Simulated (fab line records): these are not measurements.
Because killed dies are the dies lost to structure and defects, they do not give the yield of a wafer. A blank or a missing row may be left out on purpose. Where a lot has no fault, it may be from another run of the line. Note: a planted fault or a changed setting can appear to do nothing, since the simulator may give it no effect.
Struck lot and sound lot, side by side -- flow n5 finfet -- 32 steps out of a route of 1938
Sound: these wafers, L958.3, L958.4, L958.6. Struck: wafer L965.1. (L965.2, L965.4 of the same lot were not struck and are left out.) The cause comes at the end.
Order at every step that has rows: each side's tool, ch and its chambers, its first start. Under that, the readings that differ: sound wafers -- struck wafers -- difference of the means -- sigmas: that difference in standard deviations of wafers without a fault.
alike: same words and numbers on both sides, and readings whose means sit less than 2 such deviations apart. not compared: any withheld reading, any reading some wafer has no value for, any bound like >300 that may hide the same value, and any number with overlapping values for which the record gives no deviation.
Wherever a step has rows on one side only, a row that says differs or no value, or a row with sigmas, the two part there. When numbers do not overlap yet have no deviation, they are printed without sigmas and do not part them. A reading that every wafer of one side lacks parts them only if that side has two wafers or more.

first, 7 steps without rows for these wafers: N5_BEOL_M12_COAT_04 (resist thk 400 nm); N5_BEOL_M12_EBR_06; N5_BEOL_M12_SOFTBAKE_05 (time 60 s); N5_BEOL_M12_EXPOSE_07 (exposes mask V11); N5_BEOL_M12_PEB_08 (peb time 90 s); N5_BEOL_M12_DEVELOP_09 (develop time 45 s); N5_BEOL_M12_HARDBAKE_14 (time 120 s).
N5_BEOL_M12_CD_MEAS_10: target cd 140 nm.
  sound on cd sem-01 ch 0, day 13 17:11; struck on cd sem-03 ch 0, day 15 17:34
  alike: cd nm
N5_BEOL_M12_OVL_MEAS_11:
  sound on overlay-02 ch 0, day 13 17:13; struck on overlay-01 ch 0, day 15 17:36
reading,sound,struck,difference,sigmas
V11_OVL (nm),-8 -10 -11,2,+12,+2
N5_BEOL_M12_INSPECT_12: inspects for defects (macro).
  sound on defect inspect-02, day 13 17:14; struck on defect inspect-01, day 15 17:37
  alike: raw defect count
N5_BEOL_M12_DESCUM_15: chemistry O2, time 7.9 s.
  sound on rie diel-02 ch 1,2,3, day 13 17:17; struck on rie diel-02 ch 3, day 15 17:43
  alike: drypump motor current A, oes product au, rf vpp V, showerhead plenum p Torr, throttle valve pct
  not compared: rf hours counter h
N5_BEOL_M12_ETCH_59: etches BARC in N2/H2, target depth 89 nm, overetch 26.7 nm, time 67.9 s.
  sound on rie diel-02 ch 1,2,3, day 13 17:20; struck on rie diel-02 ch 3, day 15 17:46
reading,sound,struck,difference,sigmas
rf vpp V (V),522.6 524.3 527.9,528.9,+4.0,+2
  alike: drypump motor current A, h2 flow sccm, oes product au, showerhead plenum p Torr, throttle valve pct
  not compared: rf hours counter h
N5_BEOL_M12_VIA_ETCH_16: etches SiOC in C4F8/O2/Ar, target depth 724.8 nm.
  sound on rie diel-02 ch 1,2,3, day 13 17:23; struck on rie diel-02 ch 3, day 15 17:49
  alike: drypump motor current A, oes product au, rf vpp V, showerhead plenum p Torr, throttle valve pct
N5_BEOL_M12_STRIP_63: strips in N2/H2.
  sound on plasma asher-02 ch 0,1, day 13 17:36; struck on plasma asher-02 ch 1, day 15 18:01
reading,sound,struck,difference,sigmas
rf hours counter h (h),- - -,97,no value on the sound wafers,
  alike: drypump motor current A, h2 flow sccm, heater power w, oes product au, strip time to endpoint s
N5_BEOL_M12_STRIP_64: strips in N2/H2.
  sound on plasma asher-02 ch 0,1, day 13 17:40; struck on plasma asher-02 ch 1, day 15 18:04
reading,sound,struck,difference,sigmas
rf hours counter h (h),- - -,97,no value on the sound wafers,
  alike: drypump motor current A, h2 flow sccm, heater power w, oes product au, strip time to endpoint s
then, 2 steps without rows for these wafers: N5_BEOL_M12_STRIP_71 (strips in post etch residue remover, time 60 s); N5_BEOL_M12_SRD_72 (time 30 s, dry time 30 s).
N5_BEOL_M12_CD_MEAS_17: target cd 140 nm.
  sound on cd sem-02, day 13 17:48; struck on cd sem-03, day 15 18:15
  alike: cd nm
then, 9 steps without rows for these wafers: N5_BEOL_M12_COAT_65 (time 60 s, resist thk 300 nm); N5_BEOL_M12_COAT_66 (time 60 s, resist thk 110 nm); N5_BEOL_M12_COAT_22 (resist thk 300 nm); N5_BEOL_M12_EBR_24; N5_BEOL_M12_SOFTBAKE_23 (time 60 s); N5_BEOL_M12_EXPOSE_25 (exposes mask M12); N5_BEOL_M12_PEB_26 (peb time 90 s); N5_BEOL_M12_DEVELOP_27 (develop time 45 s); N5_BEOL_M12_HARDBAKE_32 (time 120 s).
N5_BEOL_M12_CD_MEAS_28: target cd 160.2 nm.
  sound on cd sem-02 ch 0, day 13 18:07; struck on cd sem-03 ch 0, day 15 18:35
  alike: cd nm
N5_BEOL_M12_OVL_MEAS_29:
  sound on overlay-02 ch 0, day 13 18:09; struck on overlay-01 ch 0, day 15 18:37
  alike: M12_OVL
N5_BEOL_M12_INSPECT_30: inspects for defects (macro).
  sound on defect inspect-02, day 13 18:11; struck on defect inspect-01, day 15 18:38
reading,sound,struck,difference,sigmas
raw defect count,2 2 2,>300,differs,
N5_BEOL_M12_DESCUM_33: chemistry O2, time 7.9 s.
  sound on rie diel-02 ch 0,1,3, day 13 18:20; struck on rie diel-05 ch 1, day 15 18:40
reading,sound,struck,difference,sigmas
oes product au (a.u.),0.89 0.98 0.84,0.70,-0.20,-2
  alike: drypump motor current A, rf vpp V, showerhead plenum p Torr, throttle valve pct
  not compared: rf hours counter h
N5_PASSIVATION_PROBE_49:
  the record has rows for the struck wafers here (prober-01, day 17 13:55) and none for the sound ones

WHERE THEY PART
At N5_BEOL_M12_OVL_MEAS_11 first; at N5_PASSIVATION_PROBE_49 last (within this record only).

WHY: what the simulator had put in
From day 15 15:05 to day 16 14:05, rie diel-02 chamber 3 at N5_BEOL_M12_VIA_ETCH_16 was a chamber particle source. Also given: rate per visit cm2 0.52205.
